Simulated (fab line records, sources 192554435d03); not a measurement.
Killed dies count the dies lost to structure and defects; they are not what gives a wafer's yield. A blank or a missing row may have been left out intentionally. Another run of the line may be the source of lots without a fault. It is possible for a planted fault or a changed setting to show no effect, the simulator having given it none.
Split-lot trial ; flow n5-finfet ; 39 wafers read from 7 lots, route of 1938 steps

== SPLIT DETAILS ==
At N5_HKMG_FIN_DEVELOP_11 (develop time 30 s), the setting develop-time-s was moved away from the recipe's 30 s on 18 of the 39 wafers read, by -49.9% to +42.4%. The other wafers ran this setting at the recipe's value.

There is no step in the file separating the split from the reading.

== THE READING ==
cd-nm, in nm, at N5_HKMG_FIN_CD_MEAS_12 (target cd 92.8 nm). Typical for fault-free wafers on this fab line: 93.1 nm, with standard deviation 0.55 nm.

wafer;tool, chamber at the split;develop-time-s as run, s;against the recipe;cd-nm, nm;against lot-mates on the recipe
L077.1;litho-track-05, 0;36.18;+20.6%;94.0;+0.7
L077.2;litho-track-05, 0;30;recipe;93.3;-
L077.3;litho-track-05, 0;30;recipe;93.7;-
L077.4;litho-track-05, 0;36.18;+20.6%;94.9;+1.6
L077.5;litho-track-05, 0;30;recipe;93.0;-
L077.6;litho-track-05, 0;36.18;+20.6%;94.4;+1.1
L085.1;litho-track-05, 0;30;recipe;93.7;-
L085.2;litho-track-05, 0;30;recipe;93.5;-
L085.3;litho-track-05, 0;17.26;-42.5%;90.1;-3.2
L085.4;litho-track-05, 0;30;recipe;92.7;-
L085.5;litho-track-05, 0;17.26;-42.5%;90.9;-2.4
L085.6;litho-track-05, 0;17.26;-42.5%;90.2;-3.1
L089.1;litho-track-05, 0;30;recipe;93.5;-
L089.2;litho-track-05, 0;30;recipe;92.6;-
L089.3;litho-track-05, 0;41.17;+37.2%;94.5;+1.4
L089.4;litho-track-05, 0;41.17;+37.2%;95.2;+2.1
L089.5;litho-track-05, 0;41.17;+37.2%;94.7;+1.6
L089.6;litho-track-05, 0;30;recipe;93.1;-
L091.1;litho-track-05, 0;30;recipe;92.8;-
L091.2;litho-track-05, 0;30;recipe;92.2;-
L091.3;litho-track-05, 0;30;recipe;93.2;-
L092.1;litho-track-01, 0;30;recipe;92.0;-
L092.2;litho-track-01, 0;30;recipe;92.7;-
L092.3;litho-track-01, 0;30;recipe;92.2;-
L092.4;litho-track-01, 0;38.06;+26.9%;94.5;+2.2
L092.5;litho-track-01, 0;38.06;+26.9%;93.7;+1.4
L092.6;litho-track-01, 0;38.06;+26.9%;94.5;+2.2
L094.1;litho-track-03, 0;30;recipe;93.4;-
L094.2;litho-track-03, 0;30;recipe;94.6;-
L094.3;litho-track-03, 0;42.71;+42.4%;95.6;+1.6
L094.4;litho-track-03, 0;30;recipe;93.9;-
L094.5;litho-track-03, 0;42.71;+42.4%;94.3;+0.3
L094.6;litho-track-03, 0;42.71;+42.4%;95.4;+1.4
L097.1;litho-track-03, 0;15.02;-49.9%;88.7;-4.3
L097.2;litho-track-03, 0;15.02;-49.9%;89.8;-3.2
L097.3;litho-track-03, 0;30;recipe;92.9;-
L097.4;litho-track-03, 0;30;recipe;92.6;-
L097.5;litho-track-03, 0;15.02;-49.9%;89.7;-3.3
L097.6;litho-track-03, 0;30;recipe;93.5;-

THE FIT
A straight line over all 39 wafers: cd-nm changes by +0.0593 nm for each +1% of develop-time-s; r = +0.93; the points scatter about the line by 0.61 nm.
The same after taking each lot's own level away (the mean of its wafers on the recipe; 39 wafers): +0.0576 nm for each +1%; r = +0.93; scatter 0.59 nm.
On that fit, the largest move of develop-time-s shifts the reading by 2.9 nm.
The span of the lots' own levels, 92.30 to 93.97 nm, comes to 3.0 times the standard deviation stated above.
Consequently the slope shifts little with the lot-to-lot level, the two slopes agreeing.
Check: for one of the wafers moved furthest among these (-49.9%), held out of the fit, the line's prediction against its lot-mates is -2.89 nm. Against them it came out at -4.3 nm.

== OTHER SPLITS ON THESE WAFERS ==
Note: prior to the reading, these wafers also went through further splits. Each is held against what the fit with the lots' levels taken away leaves over:
other split on the same wafers;wafers away from the commonest value;r with cd-nm (lot level and that fit taken away)
N5_ZERO_LAYER_DEVELOP_10 develop-time-s;15;-0.13
N5_FIN_SAQP_DEVELOP_15 develop-time-s;15;+0.11

== THE FILE'S OWN FIT ==
cd-nm changes by +0.057 nm for each +1% of develop-time-s, r = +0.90.
